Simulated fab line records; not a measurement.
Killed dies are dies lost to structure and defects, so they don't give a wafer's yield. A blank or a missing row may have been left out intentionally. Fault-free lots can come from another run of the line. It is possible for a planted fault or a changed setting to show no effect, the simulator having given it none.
A struck lot beside a sound one ; flow n5-finfet ; 38 out of 1938 route steps
Sound: the wafers L592.1, L592.4, L592.6. Struck: wafer L582.3 (left out: L582.5, a lot-mate that was not struck); the cause follows at the end.
At each step with rows: each side's tool, then ch and its chambers, then its first start. Under that, the readings that differ: sound wafers ; struck wafers ; difference of the means ; sigmas: that difference in standard deviations of wafers without a fault.
alike: same words and numbers on both sides, and readings whose means sit less than 2 such deviations apart. not compared: any withheld reading, any reading some wafer has no value for, any bound like >300 that may hide the same value, and any number with overlapping values for which the record gives no deviation.
Wherever a step has rows on one side only, a row that says differs or no value, or a row with sigmas, the two part there. Numbers that don't overlap but have no deviation are shown without sigmas and don't part them. A reading missing from all wafers of one side parts the sides only when that side holds two or more wafers.

first, 9 steps without rows for these wafers: N5_BEOL_M7_DESCUM_33 (chemistry O2, time 7 s); N5_BEOL_M7_ETCH_72 (etches underlayer in N2/H2, target depth 6.5 nm, time 5.2 s); N5_BEOL_M7_ETCH_65 (etches SiARC in CF4, target depth 15.6 nm, time 26 s); N5_BEOL_M7_ETCH_66 (etches SOC in N2/H2, target depth 80 nm, overetch 16 nm, time 120 s); N5_BEOL_M7_STRIP_69 (strips in N2/H2); N5_BEOL_M7_STRIP_73 (strips in N2/H2); N5_BEOL_M7_VIA_ETCH_34 (etches SiCOH lowk in C4F6/O2, target depth 125.5 nm, time 50.5 s); N5_BEOL_M7_STRIP_76 (strips in C4F6/O2); N5_BEOL_M7_STRIP_36 (strips in N2/H2).
N5_BEOL_M7_TRENCH_ETCH_37: etches SiCOH lowk in C4F6/O2, target depth 93.478 nm, time 31.2 s.
  sound on rie-diel-06 ch 1,3, day 15 17:46; struck on rie-diel-03 ch 1, day 12 19:09
reading;sound;struck;difference;sigmas
drypump-motor-current-A (A);5.85 5.41 5.40;6.31;+0.76;+3
model.etch.depth-nm (nm);91.75 93.49 93.24;74.14;-18.69;
model.BEOL_M7.feature-depth-nm (nm);91.8 93.4 93.2;74.2;-18.6;
model.TiN_of_BEOL_M7_HM_DEP_02.thk-nm (nm);17.4 17.6 17.6;18.2;+0.7;
  alike: oes_o_777_au, oes-product-au, rf-vpp-V, showerhead-plenum-p-Torr, throttle-valve-pct
  not compared: rf-hours-counter-h
then, 2 steps without rows for these wafers: N5_BEOL_M7_ETCH_41 (etches SiCN in CH3F/O2, target depth 31.9 nm, time 57.8 s); N5_BEOL_M7_STRIP_80 (strips in N2/H2, time 10 s).
N5_BEOL_M7_OCD_MEAS_38:
  sound on ocd-02 at day 15 17:55; struck on ocd-02 at day 12 19:19
reading;sound;struck;difference;sigmas
trench-depth-nm (nm);91.8 94.0 92.9;74.4;-18.5;-10
then, 13 steps without rows for these wafers: N5_BEOL_M7_HM_STRIP_39 (strips TiN in peroxide tin strip, target depth 25 nm, time 158 s); N5_BEOL_M7_SRD_40 (time 30 s); N5_BEOL_M7_PRECLEAN_42 (cleans in residue remover, time 60 s); N5_BEOL_M7_SRD_43 (time 30 s); N5_BEOL_M7_CURE_75 (cures SiCOH lowk, time 120 s); N5_BEOL_M7_DEGAS_44 (time 60 s); N5_BEOL_M7_PRE_CLEAN_45 (time 30 s); N5_BEOL_M7_ALD_77 (deposits TaN, target thk 2 nm, pulse time 2 s, purge time 3 s); N5_BEOL_M7_SURFACE_TREAT_79; N5_BEOL_M7_CVD_78 (deposits Co from CCTBA/H2, target thk 2 nm, time 142.3 s); N5_BEOL_M7_SPUTTER_48 (material Cu, target thk 10 nm, time 1.667 s); N5_BEOL_M7_ECD_50 (material Cu, target thk 300 nm); N5_BEOL_M7_ANNEAL_51 (time 90 s).
N5_BEOL_M7_CMP_52: polishes, stops on SiCOH lowk, t overpolish 6.9 s, target thk 80 nm.
  sound on cmp-01 ch 0,3, day 15 20:04; struck on cmp-01 ch 0, day 12 20:58
reading;sound;struck;difference;sigmas
model.Cu_of_BEOL_M7_ECD_50.thk-nm (nm);77.2 79.2 79;60;-18;
  alike: barrier-field-endpoint-s, clearing-platen-down-force-psi, clearing-platen-rpm, motor-current-A, overpolish-run-s, slurry-filter-dp-kPa, slurry-flow-ml-min, time-to-endpoint-s
N5_BEOL_M7_THK_MEAS_53: measures by xrf.
  sound on film-metro-01 at day 15 20:22; struck on film-metro-02 at day 12 21:11
reading;sound;struck;difference;sigmas
M7_THK (nm);76.5 78.6 78.3;60.7;-17.1;-7
then, 2 steps without rows for these wafers: N5_BEOL_M7_PRE_CLEAN_55 (time 15 s); N5_BEOL_M7_DEP_56 (deposits SiCN from 3MS/NH3, target thk 10 nm, time 17.5 s).
N5_BEOL_M7_RS_MEAS_57: the measuring method here is four-point-probe.
  sound on film-metro-02 at day 15 20:29; struck on film-metro-01 at day 12 21:19
reading;sound;struck;difference;sigmas
M7_RS (ohm/sq);0.299 0.289 0.291;0.404;+0.111;+11
then, 5 steps without rows for these wafers: N5_BEOL_M8_ILD_DEP_00 (deposits SiCOH lowk from DEMS/porogen, target thk 179.75 nm, time 33.4 s); N5_BEOL_M8_CURE_74 (cures SiCOH lowk, time 240 s); N5_BEOL_M8_PECVD_70 (deposits SiO2 from TEOS/O2, target thk 20 nm, time 22.7 s); N5_BEOL_M8_HM_DEP_02 (deposits TiN, target thk 20 nm); N5_BEOL_M8_COAT_59 (time 60 s, resist thk 100 nm).
-- record jumps: 3 days separate the struck wafers' starts on either side; left off in module BEOL_M8, taken up again in module BEOL_M15, whose first shown step is the route's number 1830 --
N5_BEOL_M15_RC_MEAS_101:
  sound on prober-01 ch 0, day 18 12:26; struck on prober-01 ch 0, day 16 01:55
reading;sound;struck;difference;sigmas
COMB_M8 (S/m);2.9e-11 2e-11 2.3e-11;3.5e-11;+1.1e-11;+2
SERP_M13 (ohm/um);0.298 0.295 0.305;0.317;+0.018;+3
SERP_M14 (ohm/um);0.158 0.162 0.164;0.169;+0.008;+2
SERP_M7 (ohm/um);13.8 13.6 13.5;19.3;+5.7;+9
SERP_M7_max_site (ohm/um);14.0 13.9 14.0;20.1;+6.1;+9
  alike: COMB_M10, COMB_M11, COMB_M12, COMB_M13, COMB_M14, COMB_M14_max_site, COMB_M15, COMB_M5, COMB_M6, COMB_M9, SERP_M10, SERP_M11, SERP_M12, SERP_M12_max_site, SERP_M5, SERP_M6, SERP_M8, SERP_M9
N5_PASSIVATION_PROBE_49:
  sound on prober-01 at day 19 03:22; struck on prober-02 at day 16 16:56
reading;sound;struck;difference;sigmas
sort_bin_8_speed (%);0 0 0;0.17;+0.17;
  alike: defect-limited-yield, killed_at_M0_to_M3, killed_at_M4_up, killed-at-contacts, killed-at-front-end, killed-at-other, killed-dies, killed-open, killed-short, sort_bin_5_function, sort_bin_6_memory, sort-n-pass

## WHERE THEY PART
Last at N5_BEOL_M15_RC_MEAS_101 as far as this record goes, first at N5_BEOL_M7_TRENCH_ETCH_37. Later steps at which nothing parts them and some readings are alike: N5_PASSIVATION_PROBE_49.

WHY: what had been put in by the simulator
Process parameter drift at N5_BEOL_M7_TRENCH_ETCH_37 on rie-diel-03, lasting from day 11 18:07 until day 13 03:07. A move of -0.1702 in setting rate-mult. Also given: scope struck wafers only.
